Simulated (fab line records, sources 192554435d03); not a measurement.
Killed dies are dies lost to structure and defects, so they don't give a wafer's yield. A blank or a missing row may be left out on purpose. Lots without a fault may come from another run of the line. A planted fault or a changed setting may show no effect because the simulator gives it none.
Chamber matching | flow n5_finfet | N5_BEOL_M4_ETCH_77 on rie_diel-03: 4 sister chambers
The step etches underlayer in N2/H2, target depth 6.5 nm, time 5.2 s. 14 wafers are shown with their chamber, then 7 later ones without.

WAFERS WITH THEIR CHAMBER
wafer  | chamber | showerhead_plenum_p_Torr (Torr) | oes_product_au (a.u.) | throttle_valve_pct (%)
L077.2 | 0       | 2.42                            | 0.61                  | 17.88
L077.5 | 0       | 2.42                            | 0.60                  | 17.88
L077.6 | 2       | 2.71                            | 0.77                  | 17.83
L084.2 | 2       | 2.70                            | 0.75                  | 17.88
L084.3 | 1       | 2.63                            | 0.85                  | 18.01
L084.5 | 3       | 2.66                            | 0.68                  | 17.54
L085.2 | 2       | 2.70                            | 0.75                  | 17.88
L085.3 | 0       | 2.41                            | 0.61                  | 17.93
L085.4 | 1       | 2.62                            | 0.84                  | 18.00
L088.1 | 2       | 2.70                            | 0.74                  | 17.87
L088.5 | 0       | 2.41                            | 0.61                  | 17.94
L088.6 | 3       | 2.66                            | 0.68                  | 17.54
L089.2 | 0       | 2.41                            | 0.59                  | 17.94
L089.5 | 0       | 2.41                            | 0.60                  | 17.92

SIGNATURES (means of the wafers above)
reading                  | chamber 0 | chamber 1 | chamber 2 | chamber 3 | scatter within a chamber
showerhead_plenum_p_Torr | 2.4133    | 2.6250    | 2.7025    | 2.6600    | 0.00508
oes_product_au           | 0.6033    | 0.8450    | 0.7525    | 0.6800    | 0.00926
throttle_valve_pct       | 17.9150   | 18.0050   | 17.8650   | 17.5400   | 0.0239
Rule: a wafer's distance from a chamber is the root of the sum, over the readings, of the square of ((its reading less the chamber's mean) divided by the reading's scatter). The wafer belongs to the nearest chamber; if the next one is less than 2 further off, it can't be placed. The scatter: the root of (the sum of the squares of (reading less its chamber's mean) over the shown wafers, divided by (wafers less chambers)).

WAFERS WITHOUT THEIR CHAMBER
wafer  | showerhead_plenum_p_Torr (Torr) | oes_product_au (a.u.) | throttle_valve_pct (%)
L089.6 | 2.62                            | 0.83                  | 18.02
L096.1 | 2.40                            | 0.58                  | 17.96
L096.2 | 2.69                            | 0.73                  | 17.91
L096.4 | 2.61                            | 0.79                  | 18.04
L097.2 | 2.64                            | 0.66                  | 17.59
L097.3 | 2.69                            | 0.72                  | 17.92
L097.5 | 2.61                            | 0.79                  | 18.06

WHICH CHAMBER EACH WENT THROUGH
wafer  | from the rows above | in truth
L089.6 | 1                   | 1
L096.1 | 0                   | 0
L096.2 | 2                   | 2
L096.4 | 1                   | 1
L097.2 | 3                   | 3
L097.3 | 2                   | 2
L097.5 | 1                   | 1
Placed correctly: 7 of 7. Can't be placed from these rows: 0. Placed wrongly: 0.
